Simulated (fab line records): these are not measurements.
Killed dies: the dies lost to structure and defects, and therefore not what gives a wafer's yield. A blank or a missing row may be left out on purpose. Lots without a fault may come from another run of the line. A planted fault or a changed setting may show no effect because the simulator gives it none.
Struck lot and sound lot, side by side ; flow nand_harc ; 15 steps out of a route of 1159
Sound: the wafers L223.1, L223.2, L223.4. Wafers L232.2, L232.4, L232.5 were the ones struck. The cause is named last.
Each step with rows lists, per side, the tool, then ch with its chambers, then its first start. Under that, the readings that differ: sound wafers ; struck wafers ; difference of the means ; sigmas: that difference in standard deviations of wafers without a fault.
alike: words and numbers the same on both sides, and readings whose means are apart by under 2 such deviations; not compared: readings that were withheld, readings missing a value for some wafer, numbers with overlapping values and no deviation given by the record, and bounds like >300 which may hide the same value.
A row with sigmas, a row that says differs or no value, or rows on one side alone: a step with any of these is where the two part. Numbers that have no deviation but don't overlap get no sigmas and don't part them. Lack of a reading on every wafer of one side parts them only where that side has two or more wafers.

first, 2 steps without rows for these wafers: NHARC_A_CHANNEL_HOLE_D1_STRIP_42 (strips in CF4/CHF3); NHARC_A_CHANNEL_HOLE_D1_STRIP_43 (strips in O2/COS).
NHARC_A_CHANNEL_HOLE_D1_ETCH_44: etches the open film in CF4/O2, target depth 140 nm, overetch 14 nm, time 77 s.
  sound on rie_diel-03 ch 0,2,3, day 9 01:44; struck on rie_diel-12 ch 0,2,3, day 11 18:16
  alike: drypump_motor_current_A, oes_product_au, rf_vpp_V, showerhead_plenum_p_Torr, throttle_valve_pct
  not compared: rf_hours_counter_h
NHARC_A_CHANNEL_HOLE_D1_STRIP_27: strips in O2.
  sound on rie_diel-03 ch 0,2,3; struck on rie_diel-12 ch 2,3
  alike: drypump_motor_current_A, oes_product_au, rf_vpp_V, showerhead_plenum_p_Torr, throttle_valve_pct
  not compared: rf_hours_counter_h
then, 2 steps without rows for these wafers: NHARC_A_CHANNEL_HOLE_D1_PRECLEAN_28 (cleans in SC1); NHARC_A_CHANNEL_HOLE_D1_SRD_29.
NHARC_A_CHANNEL_HOLE_D1_CD_MEAS_30:
  struck on cd_sem-01, day 11 19:03; sound on cd_sem-02, day 9 02:32
  alike: cd_nm
NHARC_A_CHANNEL_HOLE_D1_XSEM_31:
  sound on xsem-02 ch 0, day 9 02:38; struck on xsem-01 ch 0, day 11 19:08
  alike: bot_cd_nm, bow_nm, tilt_deg
NHARC_A_CHANNEL_HOLE_D1_INSPECT_40:
  struck on defect_inspect-02, day 11 19:14; sound on defect_inspect-02, day 9 02:44
  alike: raw_defect_count
then, 2 steps without rows for these wafers: NHARC_A_CHANNEL_FILL_D1_PRECLEAN_00 (cleans in SC1); NHARC_A_CHANNEL_FILL_D1_SRD_01.
NHARC_A_CHANNEL_FILL_D1_ALD_02: deposits SiO2, target thk 6 nm, pulse time 10 s, ald cycles 60.
  sound on ald_hk-02 ch 0,1,2, day 9 02:56; struck on ald_hk-02 ch 1,2, day 11 20:56
  alike: heater_power_outer_w, heater_power_w, precursor_pulse_height_rel
NHARC_A_CHANNEL_FILL_D1_ALD_03: deposits SiNx, target thk 6 nm, pulse time 60 s, ald cycles 58.
  struck on ald_sin_batch-01, day 11 23:52; sound on ald_sin_batch-02 ch 0, day 9 06:02
  no value came back on the struck wafers for ald_cycles, chamber_pressure_Torr (Torr), precursor_pulse_height_rel; on the sound wafers ald_cycles reads 58 58 58
NHARC_A_CHANNEL_FILL_D1_ALD_14: deposits SiO2, target thk 2.5 nm, pulse time 10 s, ald cycles 25.
  sound on ald_hk-02 ch 0,1,3, day 9 09:35; struck on ald_hk-02 ch 0,3, day 12 03:29
  alike: heater_power_outer_w, heater_power_w, precursor_pulse_height_rel
-- the record jumps here: 11 days lie between the struck wafers' starts before and after (it left off in module A_CHANNEL_FILL_D1 and takes up again in module END, whose first step shown is number 1159 of the route) --
NHARC_END_SORT_01:
  the record has rows for the struck wafers here (prober-01 ch 0, day 22 23:05) and none for the sound ones

WHERE THEY PART
Last at NHARC_END_SORT_01 as far as this record goes, first at NHARC_A_CHANNEL_FILL_D1_ALD_03.

WHY: what had been put in by the simulator
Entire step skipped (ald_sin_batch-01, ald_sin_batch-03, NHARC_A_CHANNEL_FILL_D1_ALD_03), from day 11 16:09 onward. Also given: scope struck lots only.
